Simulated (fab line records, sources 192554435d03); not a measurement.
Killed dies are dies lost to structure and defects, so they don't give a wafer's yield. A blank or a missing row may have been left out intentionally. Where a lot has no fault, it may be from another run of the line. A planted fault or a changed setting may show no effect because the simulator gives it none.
fab line records	flow n5Finfet
[record] lots = 7	wafers = 21
route steps=1938 shown BEOL_M4@1050 BEOL_M7@1280 BEOL_M8@1342 BEOL_M9@1405
startH: the number of hours between the record's first day and the start of the first shown wafer of the lot	waitH: hours from the lot's prior step to this one	" as in the row above	L1.1+2: a row that stands for several wafers	- no value, or no start given	* or withheld: withheld	< > ~ a bound
route shown NAME@n: names a module that has steps shown in the file, with the first one's number in the route	usual: mean and standard deviation over wafers with no fault	same: alike in all rows	chamber/n: place in a boat	sites: each site's reading	_std_site: standard deviation of those values	_edge_site: inner sites' mean taken away from outer sites' mean	radiusMm: for every site, how far away it sits from the centre of the wafer	mask NAME#n: copy n	behind: the most recent tool/chamber to have shaped the wafer	hold: what put the lot on hold/how long, in hours/how the hold closed	device: transistor that didn't switch, given as n, p or np	end of line: the route-end tests of the same wafers	step lacking rows: just its recipe	killed: dies lost to structure and defects at the first sort, not the wafer's yield	map: dies across one wafer; x = killed, . = not, _ = none there
set.NAME: setting as actually run; set.NAME@STEP: the setting as run at that earlier step	model.NAME: the simulator's own value behind a step, which no gauge read
lots with deliberately changed settings; one table per step, one row per wafer
[[steps]]
[step N5_BEOL_M4_COAT_22]
[recipe] resist = CAR-EUV	spinRpm = 1500	resistThkNm = 30
lot.wafer	tool	chamber	startH	waitH	set.spinRpm	model.CAR-EUV_of_BEOL_M4_COAT_22.thkNm
L077.1	lithoTrack-04	0	-	-	1437	30.6
L077.2+4	"	0	"	"	1500	30
L079.2+4	lithoTrack-02	0	-	-	1500	30.2
L079.3	"	0	"	"	1377	31.4
L078.2+3+6	lithoTrack-04	0	-	-	1500	30
L087.1+2+6	lithoTrack-02	0	-	-	1500	30.4
L090.1+6	lithoTrack-03	0	-	-	1399	31
L090.5	"	0	"	"	1500	30
L092.1	lithoTrack-04	0	-	-	1638	28.6
L092.5	"	0	"	"	1500	29.8
L092.6	"	0	"	"	1500	30
L095.3+4	lithoTrack-02	0	-	-	1500	30.2
L095.5	"	0	"	"	1500	30
[step N5_BEOL_M4_EBR_24]
[recipe] solvent = PGMEA	ebrWidthMm = 1.5
[step N5_BEOL_M4_SOFTBAKE_23]
[recipe] tempC = 110	timeS = 60	resist = CAR-EUV
[step N5_BEOL_M4_DESCUM_33]
[recipe] chemistry = O2	timeS = 7	sourcePowerW = 50	biasPowerW = 20	pressureMtorr = 20	rfFrequencyHz = 2.712e+07	tempC = 40	resist = CAR-EUV	o2FlowSccm = 225
lot.wafer	tool	chamber	startH	waitH	set.spinRpm@BEOL_M4_COAT_22	model.CAR-EUV_of_BEOL_M4_COAT_22.thkNm
L077.1	rieDiel-04	0	174.35	0.3	1437	26.6
L077.2+4	"	1	"	"	1500	26
L079.2+4	rieDiel-03	1,3	185.64	0.0	1500	26.2
L079.3	"	2	"	"	1377	27.4
L078.2	rieDiel-03	1	189.37	0.0	1500	26.2
L078.3+6	"	2,1	"	"	1500	26
L087.1+6	rieDiel-05	3,1	235.91	0.0	1500	26.4
L087.2	"	2	"	"	1500	26.6
L090.1	rieDiel-04	1	265.01	0.0	1399	27.2
L090.5	"	2	"	"	1500	26
L090.6	"	3	"	"	1399	27
L092.1	rieDiel-04	0	265.99	0.0	1638	24.6
L092.5+6	"	1,2	"	"	1500	26
L095.3+4+5	rieDiel-03	2,3,3	281.54	0.0	1500	26.2
[step N5_BEOL_M4_ETCH_77]
[recipe] chemistry = N2/H2	target = underlayer	targetDepthA = 65	maskMaterial = CAR-EUV	timeS = 5.2	ionEnergyEv = 200	pressureMtorr = 30	sourceW = 840	biasW = 150	n2FlowSccm = 200	h2FlowSccm = 200	ends = cleared
[step N5_BEOL_M4_ETCH_69]
[recipe] chemistry = CF4	target = SiARC	targetDepthA = 156	maskMaterial = CAR-EUV	timeS = 26	ionEnergyEv = 80	pressureMtorr = 40	sourceW = 545	biasW = 36	Ar_flow_sccm = 100	cf4FlowSccm = 100	ends = cleared
[step N5_BEOL_M4_ALD_98]
[recipe] material = SiO2	targetThkA = 25	tempC = 100	aldPrecursorFamily = BDEAS	aldCoReactant = O2-plasma	pulseTimeS = 1	coReactantPulseTimeS = 1	purgeTimeS = 2	coReactantPurgeTimeS = 2	aldCycles = 17	pressureTorr = 2
[step N5_BEOL_M4_ETCHBACK_99]
[recipe] chemistry = CHF3	target = SiO2	targetDepthA = 50	timeS = 10.4	sourceW = 215	biasW = 47	Ar_flow_sccm = 200	CHF3_flow_sccm = 12	ionEnergyEv = 100	pressureMtorr = 30
[step N5_BEOL_M4_ETCH_70]
[recipe] chemistry = N2/H2	target = SOC	targetDepthA = 800	overetchA = 240	maskMaterial = SiARC	tempC = 40	timeS = 130	ionEnergyEv = 200	pressureMtorr = 30	sourceW = 840	biasW = 150	n2FlowSccm = 200	h2FlowSccm = 200
lot.wafer	tool	chamber	startH	waitH	set.spinRpm@BEOL_M4_COAT_67	model.etch.depthNm
L077.1	rieDiel-05	0	178.03	0.0	1500	60.08
L077.2	"	3	"	"	1667	56.93
L077.4	"	2	"	"	1667	56.76
L079.2	rieDiel-04	0	186.75	0.0	1426	61.37
L079.3	"	2	"	"	1426	61.63
L079.4	"	1	"	"	1500	60.13
L078.2	rieDiel-03	3	191.31	0.0	1500	59.66
L078.3	"	1	"	"	1439	60.95
L078.6	"	1	"	"	1500	59.56
L087.1	rieDiel-05	2	238.33	0.0	1500	60.36
L087.2	"	0	"	"	1500	60.14
L087.6	"	0	"	"	1500	60.31
L090.1	rieDiel-03	3	266.61	0.0	1500	59.91
L090.5	"	3	"	"	1500	59.76
L090.6	"	2	"	"	1615	57.78
L092.1	rieDiel-03	1	268.22	0.0	1500	60.09
L092.5	"	2	"	"	1567	58.63
L092.6	"	3	"	"	1500	60.01
L095.3	rieDiel-03	1	291.17	0.0	1500	60.33
L095.4	"	2	"	"	1500	60.39
L095.5	"	0	"	"	1500	60.25
[step N5_BEOL_M4_STRIP_71]
[recipe] chemistry = N2/H2	tempC = 40	n2FlowSccm = 200	h2FlowSccm = 200	rfFrequencyHz = 6e+07
[step N5_BEOL_M4_STRIP_78]
[recipe] chemistry = N2/H2	tempC = 40	n2FlowSccm = 200	h2FlowSccm = 200	rfFrequencyHz = 6e+07
[step N5_BEOL_M4_VIA_ETCH_34]
[recipe] chemistry = C4F6/O2	targetDepthA = 694	maskMaterial = SOC	pressureMtorr = 15	ionEnergyEv = 250	taperDeg = 4	timeS = 65.9	sourceW = 350	biasW = 170	Ar_flow_sccm = 300	C4F6_flow_sccm = 10	O2_flow_sccm = 10
lot.wafer	tool	chamber	startH	waitH	set.spinRpm@BEOL_M4_COAT_67	model.SOC_of_BEOL_M4_COAT_67.thkNm
L077.1	rieDiel-05	0	178.14	0.0	1500	52
L077.2	"	3	"	"	1667	48.8
L077.4	"	2	"	"	1667	48.6
L079.2	rieDiel-04	0	186.85	0.0	1426	53
L079.3	"	2	"	"	1426	53.2
L079.4	"	1	"	"	1500	52
L078.2	rieDiel-03	3	191.41	0.0	1500	51.4
L078.3	"	1	"	"	1439	53
L078.6	"	1	"	"	1500	51.6
L087.1+6	rieDiel-05	2,0	238.43	0.0	1500	52.2
L087.2	"	0	"	"	1500	52
L090.1	rieDiel-03	3	266.72	0.0	1500	51.4
L090.5	"	3	"	"	1500	51.2
L090.6	"	2	"	"	1615	49.2
L092.1	rieDiel-03	1	268.33	0.0	1500	52
L092.5	"	2	"	"	1567	50.2
L092.6	"	3	"	"	1500	51.6
L095.3+5	rieDiel-03	1,0	291.28	0.0	1500	52.2
L095.4	"	2	"	"	1500	51.8
[step N5_BEOL_M7_ETCH_61]
[recipe] chemistry = CF4	target = SiARC	targetDepthA = 455	maskMaterial = CAR-ArF	timeS = 75.8	ionEnergyEv = 80	pressureMtorr = 40	sourceW = 545	biasW = 36	Ar_flow_sccm = 100	cf4FlowSccm = 100	ends = cleared
[usual] etchRfOnTimeS = 75.2/2.7	rfVppV = 184.2/1
lot.wafer	tool	chamber	startH	waitH	set.sourceW	etchRfOnTimeS	rfVppV
L077.1	rieDiel-06	1	207.56	0.0	609.5	66.6	178.2
L077.2	"	0	"	"	545	71.5	185.3
L077.4	"	3	"	"	545	72.9	182.1
L079.2	rieDiel-06	2	213.55	0.0	640.4	62.2	172.6
L079.3	"	1	"	"	640.4	64.5	175.5
L079.4	"	0	"	"	545	71.3	184.4
L078.2	rieDiel-06	1	219.69	0.0	589.8	67.9	179.4
L078.3	"	2	"	"	589.8	66.3	180.8
L078.6	"	0	"	"	589.8	65.5	179.6
L087.1	rieDiel-02	2	269.59	0.0	545	77.6	183.3
L087.2	"	0	"	"	545	79.6	184.2
L087.6	"	0	"	"	545	79.4	185.5
L090.1	rieDiel-06	2	294.91	0.0	545	72.0	183.6
L090.5	"	2	"	"	545	72.2	185.3
L090.6	"	0	"	"	545	72.0	184.1
L092.1	rieDiel-02	2	295.56	0.0	545	76.9	185.5
L092.5	"	1	"	"	545	76.8	183.9
L092.6	"	0	"	"	509.5	84.2	187.5
L095.3	rieDiel-01	1	318.77	0.0	507.1	84.9	189.5
L095.4	"	1	"	"	507.1	84.4	187.0
L095.5	"	3	"	"	545	74.9	183.3
[step N5_BEOL_M7_COAT_63]
[recipe] resist = SOC	tempC = 250	timeS = 60	spinRpm = 1500	resistThkNm = 60
lot.wafer	tool	chamber	startH	waitH	set.spinRpm	model.SOC_of_BEOL_M7_COAT_63.thkNm
L077.1	lithoTrack-05	0	208.13	0.1	1500	60.4
L077.2	"	0	"	"	1500	60.2
L077.4	"	0	"	"	1652	57.4
L079.2	lithoTrack-05	0	214.71	0.7	1366	63
L079.3+4	"	0	"	"	1500	60
L078.2	lithoTrack-05	0	220.45	0.2	1622	57.6
L078.3+6	"	0	"	"	1500	60
L087.1	lithoTrack-03	0	270.70	0.7	1500	60.2
L087.2+6	"	0	"	"	1500	60
L090.1	lithoTrack-05	0	295.38	0.0	1367	63
L090.5	"	0	"	"	1500	60.2
L090.6	"	0	"	"	1367	63.2
L092.1	lithoTrack-03	0	296.04	0.0	1500	60
L092.5	"	0	"	"	1500	60.2
L092.6	"	0	"	"	1354	63.4
L095.3+4+5	lithoTrack-03	0	321.45	2.3	1500	60
[step N5_BEOL_M7_COAT_64]
[recipe] resist = SiARC	tempC = 220	timeS = 60	spinRpm = 1500	resistThkNm = 12
[step N5_BEOL_M7_COAT_71]
[recipe] resist = underlayer	tempC = 205	timeS = 60	spinRpm = 1500	resistThkNm = 5
[step N5_BEOL_M7_ETCH_72]
[recipe] chemistry = N2/H2	target = underlayer	targetDepthA = 65	maskMaterial = CAR-EUV	timeS = 5.2	ionEnergyEv = 200	pressureMtorr = 30	sourceW = 840	biasW = 150	n2FlowSccm = 200	h2FlowSccm = 200	ends = cleared
[step N5_BEOL_M7_ETCH_65]
[recipe] chemistry = CF4	target = SiARC	targetDepthA = 156	maskMaterial = CAR-EUV	timeS = 26	ionEnergyEv = 80	pressureMtorr = 40	sourceW = 545	biasW = 36	Ar_flow_sccm = 100	cf4FlowSccm = 100	ends = cleared
[step N5_BEOL_M7_ETCH_66]
[recipe] chemistry = N2/H2	target = SOC	targetDepthA = 800	overetchA = 160	maskMaterial = SiARC	tempC = 40	timeS = 120	ionEnergyEv = 200	pressureMtorr = 30	sourceW = 840	biasW = 150	n2FlowSccm = 200	h2FlowSccm = 200
lot.wafer	tool	chamber	startH	waitH	set.spinRpm@BEOL_M7_COAT_63	model.etch.depthNm
L077.1	rieDiel-06	3	208.60	0.0	1500	60.38
L077.2	"	1	"	"	1500	60.24
L077.4	"	0	"	"	1652	57.39
L079.2	rieDiel-01	3	215.32	0.0	1366	63
L079.3	"	1	"	"	1500	60.05
L079.4	"	0	"	"	1500	60.08
L078.2	rieDiel-02	3	220.93	0.0	1622	57.68
L078.3	"	2	"	"	1500	60.02
L078.6	"	0	"	"	1500	59.92
L087.1	rieDiel-02	1	271.29	0.0	1500	60.19
L087.2	"	0	"	"	1500	60.09
L087.6	"	1	"	"	1500	59.98
L090.1	rieDiel-06	2	295.85	0.0	1367	63.04
L090.5	"	2	"	"	1500	60.18
L090.6	"	0	"	"	1367	63.27
L092.1	rieDiel-06	2	296.64	0.0	1500	60.02
L092.5	"	2	"	"	1500	60.26
L092.6	"	1	"	"	1354	63.4
L095.3	rieDiel-02	2	322.19	0.1	1500	60.09
L095.4	"	0	"	"	1500	59.95
L095.5	"	2	"	"	1500	59.92
[step N5_BEOL_M7_STRIP_69]
[recipe] chemistry = N2/H2	tempC = 40	n2FlowSccm = 200	h2FlowSccm = 200	rfFrequencyHz = 6e+07
[step N5_BEOL_M7_STRIP_73]
[recipe] chemistry = N2/H2	tempC = 40	n2FlowSccm = 200	h2FlowSccm = 200	rfFrequencyHz = 6e+07
[step N5_BEOL_M7_VIA_ETCH_34]
[recipe] chemistry = C4F6/O2	target = SiCOH_lowk	targetDepthA = 1255	maskMaterial = SOC	taperDeg = 4	timeS = 50.5	ionEnergyEv = 250	pressureMtorr = 30	sourceW = 345	biasW = 185	Ar_flow_sccm = 300	C4F6_flow_sccm = 10	O2_flow_sccm = 10
lot.wafer	tool	chamber	startH	waitH	set.spinRpm@BEOL_M7_COAT_63	model.SOC_of_BEOL_M7_COAT_63.thkNm
L077.1	rieDiel-06	3	208.70	0.0	1500	54.4
L077.2	"	1	"	"	1500	54.2
L077.4	"	0	"	"	1652	51
L079.2	rieDiel-01	3	215.42	0.0	1366	57.2
L079.3	"	1	"	"	1500	54.2
L079.4	"	0	"	"	1500	53.8
L078.2	rieDiel-02	3	221.03	0.0	1622	51.6
L078.3	"	2	"	"	1500	54.2
L078.6	"	0	"	"	1500	54
L087.1+2	rieDiel-02	1,0	271.39	0.0	1500	54.2
L087.6	"	1	"	"	1500	54
L090.1	rieDiel-06	2	295.95	0.0	1367	56.6
L090.5	"	2	"	"	1500	53.6
L090.6	"	0	"	"	1367	57
L092.1	rieDiel-06	2	296.74	0.0	1500	53.4
L092.5	"	2	"	"	1500	53.8
L092.6	"	1	"	"	1354	57.4
L095.3	rieDiel-02	2	322.33	0.0	1500	54.2
L095.4+5	"	0,2	"	"	1500	54
[step N5_BEOL_M8_EXPOSE_08]
[recipe] maskId = M8	na = 1.35	sourceShape = dipole	sigmaInner = 0.817	sigmaOuter = 0.97	polarization = te	doseMj = 68.25
lot.wafer	tool	chamber	startH	waitH	mask	set.doseMj
L077.1	arfiScanner-01	0	213.13	-	M8#0	68.25
L077.2+4	"	0	"	"	M8#0	63.8
L079.2+4	arfiScanner-03	0	220.11	-	M8#0	68.25
L079.3	"	0	"	"	M8#0	70.36
L078.2	arfiScanner-01	0	226.62	-	M8#0	72.37
L078.3+6	"	0	"	"	M8#0	68.25
L087.1+2+6	arfiScanner-02	0	278.44	-	M8#0	68.25
L090.1	arfiScanner-02	0	300.11	-	M8#0	66.22
L090.5+6	"	0	"	"	M8#0	68.25
L092.1+5+6	arfiScanner-01	0	301.91	-	M8#0	73.14
L095.3+4+5	arfiScanner-02	0	331.42	-	M8#0	68.25
[step N5_BEOL_M8_PEB_09]
[recipe] pebTempC = withheld	pebTimeS = 60	resist = CAR-ArF
[step N5_BEOL_M8_DEVELOP_10]
[recipe] developTimeS = 30	developer = TMAH	resist = CAR-ArF	rinseLiquid = diw	dry = airSpin	devTempC = 23
[step N5_BEOL_M8_DESCUM_16]
[recipe] chemistry = O2	timeS = 7.9	sourcePowerW = 50	biasPowerW = 20	pressureMtorr = 20	rfFrequencyHz = 2.712e+07	tempC = 40	resist = CAR-ArF	o2FlowSccm = 225
[step N5_BEOL_M8_ETCH_61]
[recipe] chemistry = CF4	target = SiARC	targetDepthA = 455	maskMaterial = CAR-ArF	timeS = 75.8	ionEnergyEv = 80	pressureMtorr = 40	sourceW = 545	biasW = 36	Ar_flow_sccm = 100	cf4FlowSccm = 100	ends = cleared
lot.wafer	tool	chamber	startH	waitH	set.doseMj@BEOL_M8_EXPOSE_08	model.BEOL_M8.cdOffsetNm
L077.1	rieDiel-04	1	213.38	0.0	68.25	0.4
L077.2	"	3	"	"	63.8	-2.6
L077.4	"	0	"	"	63.8	-2.2
L079.2	rieDiel-04	0	220.36	0.0	68.25	-0.4
L079.3	"	2	"	"	70.36	1.6
L079.4	"	1	"	"	68.25	-0.6
L078.2	rieDiel-05	2	226.92	0.0	72.37	1.4
L078.3+6	"	0,3	"	"	68.25	-0.2
L087.1	rieDiel-03	2	278.69	0.0	68.25	0.2
L087.2	"	0	"	"	68.25	-0.6
L087.6	"	0	"	"	68.25	-0.2
L090.1	rieDiel-04	3	300.36	0.0	66.22	-0.8
L090.5	"	0	"	"	68.25	-0.4
L090.6	"	1	"	"	68.25	1.4
L092.1	rieDiel-03	0	302.16	0.0	73.14	3.2
L092.5	"	1	"	"	73.14	3
L092.6	"	2	"	"	73.14	3.8
L095.3	rieDiel-03	1	331.66	0.0	68.25	-0.4
L095.4	"	2	"	"	68.25	-0.8
L095.5	"	0	"	"	68.25	0
[step N5_BEOL_M9_HM_DEP_02]
[recipe] material = TiN	targetThkA = 200	tempC = 25	chamberPressurePa = 0.49996
lot.wafer	tool	chamber	startH	waitH	set.targetThkA	model.TiN_of_BEOL_M9_HM_DEP_02.thkNm
L077.1+4	pvdSputter-02	-	220.24	0.5	200	20.2
L077.2	"	-	"	"	200	20.6
L079.2	pvdSputter-02	-	227.18	0.0	200	20.2
L079.3	"	-	"	"	200	20.4
L079.4	"	-	"	"	215.2	21.4
L078.2+6	pvdSputter-02	-	232.07	0.2	176.6	17.6
L078.3	"	-	"	"	200	19.8
L087.1+2	pvdSputter-02	-	290.16	0.9	200	20
L087.6	"	-	"	"	200	20.4
L090.1+5	pvdSputter-03	-	305.30	0.5	179	17.6
L090.6	"	-	"	"	200	20.2
L092.1+5	pvdSputter-03	-	311.24	2.3	200	20.4
L092.6	"	-	"	"	200	19.6
L095.3+5	pvdSputter-03	-	341.49	3.9	200	19.8
L095.4	"	-	"	"	223.6	22.2
[step N5_BEOL_M9_COAT_59]
[recipe] resist = SOC	tempC = 250	timeS = 60	spinRpm = 1500	resistThkNm = 100
[step N5_BEOL_M9_COAT_60]
[recipe] resist = SiARC	tempC = 220	timeS = 60	spinRpm = 1500	resistThkNm = 30
[step N5_BEOL_M9_STRIP_68]
[recipe] chemistry = N2/H2	tempC = 40	n2FlowSccm = 200	h2FlowSccm = 200	rfFrequencyHz = 6e+07
[step N5_BEOL_M9_STRIP_67]
[recipe] chemistry = CF4	resist = SiARC	powerW = 300	biasPowerW = 75	pressureMtorr = 50	cf4FlowSccm = 150	rfFrequencyHz = 6e+07
[step N5_BEOL_M9_HM_OPEN_17]
[recipe] chemistry = Cl2/BCl3	targetDepthA = 200	overetchA = 60	target = TiN	maskMaterial = SOC	ionEnergyEv = 150	pressureMtorr = 10	icpW = 1000	biasW = 126	Cl2_flow_sccm = 53.25	bcl3FlowSccm = 21.75	Ar_flow_sccm = 25
lot.wafer	tool	chamber	startH	waitH	set.targetThkA@BEOL_M9_HM_DEP_02	model.etch.depthNm
L077.1	rieMetal-01	0	221.10	0.0	200	20.27
L077.2	"	1	"	"	200	20.55
L077.4	"	0	"	"	200	20.16
L079.2	rieMetal-02	1	227.94	0.1	200	20.17
L079.3	"	1	"	"	200	20.47
L079.4	"	1	"	"	215.2	21.47
L078.2	rieMetal-01	0	232.96	0.0	176.6	17.52
L078.3	"	1	"	"	200	19.73
L078.6	"	0	"	"	176.6	17.66
L087.1	rieMetal-02	0	291.11	0.0	200	19.91
L087.2	"	1	"	"	200	20.08
L087.6	"	1	"	"	200	20.37
L090.1	rieMetal-02	1	306.31	0.0	179	17.5
L090.5	"	1	"	"	179	17.61
L090.6	"	0	"	"	200	20.14
L092.1	rieMetal-01	1	312.19	0.0	200	20.35
L092.5	"	1	"	"	200	20.43
L092.6	"	0	"	"	200	19.68
L095.3+5	rieMetal-03	1,0	342.62	0.1	200	19.76
L095.4	"	0	"	"	223.6	22.24
[step N5_BEOL_M9_STRIP_19]
[recipe] chemistry = O2	powerW = 400	tempC = 40	pressureMtorr = 30	rfFrequencyHz = 6e+07	biasPowerW = 0	overashFraction = 0.2	o2FlowSccm = 225
[step N5_BEOL_M9_STRIP_73]
[recipe] chemistry = C4F6/O2	resist = SiARC	rfFrequencyHz = 6e+07
[step N5_BEOL_M9_STRIP_36]
[recipe] chemistry = N2/H2	powerW = 450	tempC = 40	pressureMtorr = 20	rfFrequencyHz = 6e+07	overashFraction = 0.3	biasPowerW = 7	h2Frac = 0.5	n2FlowSccm = 200	h2FlowSccm = 200
[step N5_BEOL_M9_TRENCH_ETCH_37]
[recipe] chemistry = C4F6/O2	targetDepthA = 1514.3	target = SiCOH_lowk	timeS = 49	ionEnergyEv = 250	pressureMtorr = 30	sourceW = 345	biasW = 185	Ar_flow_sccm = 300	C4F6_flow_sccm = 10	O2_flow_sccm = 10
lot.wafer	tool	chamber	startH	waitH	set.targetThkA@BEOL_M9_HM_DEP_02	model.TiN_of_BEOL_M9_HM_DEP_02.thkNm
L077.1	rieDiel-06	0	-	-	200	15.8
L077.2	"	3	"	"	200	16.4
L077.4	"	1	"	"	200	16
L079.2	rieDiel-02	2	-	-	200	16
L079.3	"	3	"	"	200	16.4
L079.4	"	1	"	"	215.2	17.4
L078.2+6	rieDiel-01	2	-	-	176.6	13.4
L078.3	"	3	"	"	200	15.6
L087.1	rieDiel-02	1	-	-	200	15.8
L087.2	"	0	"	"	200	16
L087.6	"	2	"	"	200	16.2
L090.1	rieDiel-06	0	-	-	179	13
L090.5	"	3	"	"	179	13.2
L090.6	"	2	"	"	200	15.8
L092.1+5	rieDiel-02	3	-	-	200	16.2
L092.6	"	0	"	"	200	15.6
L095.3+5	rieDiel-06	2	-	-	200	15.4
L095.4	"	1	"	"	223.6	18
[[key]]
[split] step = N5_BEOL_M4_COAT_22	setting = spinRpm	stated = 1500	by = wafer
[response] step = N5_BEOL_M4_COAT_22	reading = model.CAR-EUV_of_BEOL_M4_COAT_22.thkNm	change = -0.145	per = 1%	r = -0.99
[response] step = N5_BEOL_M4_DESCUM_33	reading = model.CAR-EUV_of_BEOL_M4_COAT_22.thkNm	change = -0.152	per = 1%	r = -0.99
[split] step = N5_BEOL_M7_ETCH_61	setting = sourceW	stated = 545	by = wafer
[response] step = N5_BEOL_M7_ETCH_61	reading = etchRfOnTimeS	change = *	per = 1%	r = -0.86
[response] step = N5_BEOL_M7_ETCH_61	reading = rfVppV	change = -0.558	per = 1%	r = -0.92
[split] step = N5_BEOL_M7_COAT_63	setting = spinRpm	stated = 1500	by = wafer
[response] step = N5_BEOL_M7_COAT_63	reading = model.SOC_of_BEOL_M7_COAT_63.thkNm	change = -0.316	per = 1%	r = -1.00
[response] step = N5_BEOL_M7_ETCH_66	reading = model.etch.depthNm	change = -0.314	per = 1%	r = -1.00
[response] step = N5_BEOL_M7_VIA_ETCH_34	reading = model.SOC_of_BEOL_M7_COAT_63.thkNm	change = -0.35	per = 1%	r = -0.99
[split] step = N5_BEOL_M8_EXPOSE_08	setting = doseMj	stated = 68.25	by = wafer
[response] step = N5_BEOL_M8_ETCH_61	reading = model.BEOL_M8.cdOffsetNm	change = +0.393	per = 1%	r = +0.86
[split] step = N5_BEOL_M9_HM_DEP_02	setting = targetThkA	stated = 200	by = wafer
[response] step = N5_BEOL_M9_HM_DEP_02	reading = model.TiN_of_BEOL_M9_HM_DEP_02.thkNm	change = +0.202	per = 1%	r = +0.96
[response] step = N5_BEOL_M9_HM_OPEN_17	reading = model.etch.depthNm	change = +0.203	per = 1%	r = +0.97
[response] step = N5_BEOL_M9_TRENCH_ETCH_37	reading = model.TiN_of_BEOL_M9_HM_DEP_02.thkNm	change = +0.211	per = 1%	r = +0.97
split outsideThisFile step=N5_BEOL_M4_COAT_67 setting=spinRpm
// split outsideThisFile: this setting was split too, and the file shows its column; the key of that split is in another file
